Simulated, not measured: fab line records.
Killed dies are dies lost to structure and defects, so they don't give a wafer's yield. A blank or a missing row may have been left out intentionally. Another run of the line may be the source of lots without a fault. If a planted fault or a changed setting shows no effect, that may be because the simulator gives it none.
A lot that was struck, set against a sound lot + flow n5-finfet + 14 out of 1938 route steps
Sound: wafers L852.1, L852.2, L852.5. The struck wafers were L863.1, L863.5, L863.6. The cause is given at the end.
At each step with rows: each side's tool, then ch and its chambers, then its first start. Under that, the readings that differ: sound wafers + struck wafers + difference of the means + sigmas: that difference in standard deviations of wafers without a fault.
alike: a reading whose means differ by less than 2 such deviations, as well as words and numbers matching on both sides. not compared: withheld readings; readings where some wafer has no value; bounds like >300 that might hide an equal value; numbers whose values overlap and for which the record gives no deviation.
A row with sigmas, a row that says differs or no value, or rows on one side alone: a step with any of these is where the two part. When numbers do not overlap yet have no deviation, they are printed without sigmas and do not part them. Lack of a reading on every wafer of one side parts them only where that side has two or more wafers.

first, 2 steps without rows for these wafers: N5_PASSIVATION_STRIP_73 (strips in post etch residue remover, time 60 s); N5_PASSIVATION_SRD_17 (time 30 s, dry time 30 s).
N5_PASSIVATION_DEGAS_18: time 60 s.
  struck on pvd-sputter-02, day 16 10:56; sound on pvd-sputter-02, day 11 22:28
  alike: heater-power-w
N5_PASSIVATION_PRE_CLEAN_19:
  struck on pvd-sputter-02, day 16 10:58; sound on pvd-sputter-02, day 11 22:30
  alike: heater-power-w
N5_PASSIVATION_SPUTTER_20: material TaN, target thk 50 nm.
  struck on pvd-sputter-02, day 16 11:01; sound on pvd-sputter-02, day 11 22:32
  alike: throttle-valve-pct
N5_PASSIVATION_AL_DEP_21: deposits Al, target thk 2800 nm, time 170 s.
  struck on pvd-sputter-02, day 16 11:07; sound on pvd-sputter-02, day 11 22:38
  alike: throttle-valve-pct
then, 6 steps without rows for these wafers: N5_PASSIVATION_HMDS_23 (time 60 s); N5_PASSIVATION_COAT_24; N5_PASSIVATION_EBR_26; N5_PASSIVATION_SOFTBAKE_25 (time 90 s); N5_PASSIVATION_EXPOSE_27 (exposes mask PAD, defocus 0 nm); N5_PASSIVATION_PEB_28.
N5_PASSIVATION_DEVELOP_29: develop time 60 s.
  sound on litho-track-01 ch 0, day 11 23:07; struck on litho-track-02, day 16 11:35
  no value came back on the struck wafers for chill-plate-temp-C (C), develop-time-s (s), resist-line-temp-C (C); on the sound wafers chill-plate-temp-C (C) reads 22.97 23.08 22.89
then, 1 step without rows for these wafers: N5_PASSIVATION_HARDBAKE_31 (time 120 s).

== WHERE THEY PART ==
At N5_PASSIVATION_DEVELOP_29 and nowhere else, as far as this record goes.

WHY: what the simulator had put in
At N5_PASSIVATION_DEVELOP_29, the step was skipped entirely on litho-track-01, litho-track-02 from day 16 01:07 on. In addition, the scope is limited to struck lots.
